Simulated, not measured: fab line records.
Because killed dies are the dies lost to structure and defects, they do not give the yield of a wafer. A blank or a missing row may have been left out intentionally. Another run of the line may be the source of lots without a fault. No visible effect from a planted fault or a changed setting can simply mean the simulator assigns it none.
Which tool did it?	flow nandHarc	21 wafers from 7 lots sampled at 4 of the route's 1159 steps

## WHAT EACH GAUGE READ, for each wafer
NHARC_END_SORT_01.
lot	measured	on	defectLimitedYield (%)
L508	day 20 21:23	prober-01	98.4 95.9 95.9
L528	day 24 18:07	prober-01	0.1 96.9 95.7

## TOOL THAT RAN EACH LOT (tool first, then ch and the chambers of the sampled wafers, then the start)
lot	NHARC_A_M1_PVD_21	NHARC_A_M1_ANNEAL_31	NHARC_A_BONDPAD_ECD_18
L506	pvdSputter-03, day 17 23:56 or earlier	rtpAnneal-02 ch 0, day 17 23:56	ecdCu-02 ch 0,1, day 18 04:25
L508	pvdSputter-02, day 18 03:51 or earlier	rtpAnneal-01 ch 0, day 18 03:51	ecdCu-01 ch 0,1, day 18 12:40
L511	pvdSputter-02, day 18 21:34 or earlier	rtpAnneal-01 ch 0, day 18 21:34	ecdCu-01 ch 0,1, day 19 02:15
L513	pvdSputter-02, day 19 20:28 or earlier	rtpAnneal-02 ch 0, day 19 20:28	ecdCu-02 ch 0,1, day 20 01:14
L519	pvdSputter-03, day 20 18:45 or earlier	rtpAnneal-01 ch 0, day 20 18:45	ecdCu-01 ch 0,1, day 20 23:02
L522	pvdSputter-01, day 21 17:10 or earlier	rtpAnneal-02 ch 0, day 21 17:10	ecdCu-01 ch 0,1, day 21 21:26
L528	pvdSputter-01, day 23 04:35 or earlier	rtpAnneal-02 ch 0, day 23 04:35	ecdCu-01 ch 0,1, day 23 08:52
- NHARC_A_M1_PVD_21: deposits Cu, target thk 30 nm, time 20.49 s.
- NHARC_A_M1_ANNEAL_31: time 90 s.
- NHARC_A_BONDPAD_ECD_18: material Cu, target thk 400 nm.

## THE ANSWER, worked out from the rows above alone
Rule: the usual values come from the lots themselves. Put in order of their means at a reading, lots are off if they are a third of the lots or fewer, leave a main group of 4 or more, and stand apart from it by a gap of 3 or more times the standard deviation of the main group's means; of several such gaps the widest counts. The tables above print the reading to a certain number of digits; a main group whose means all agree to those digits is not used. A lot without any number at a reading at which 4 lots or more have one is off too. All remaining lots with rows at the step are treated as sound.
No lot is off on any of the readings shown, so nothing can be concluded from this.

## WHAT THE SIMULATOR HAD INSERTED
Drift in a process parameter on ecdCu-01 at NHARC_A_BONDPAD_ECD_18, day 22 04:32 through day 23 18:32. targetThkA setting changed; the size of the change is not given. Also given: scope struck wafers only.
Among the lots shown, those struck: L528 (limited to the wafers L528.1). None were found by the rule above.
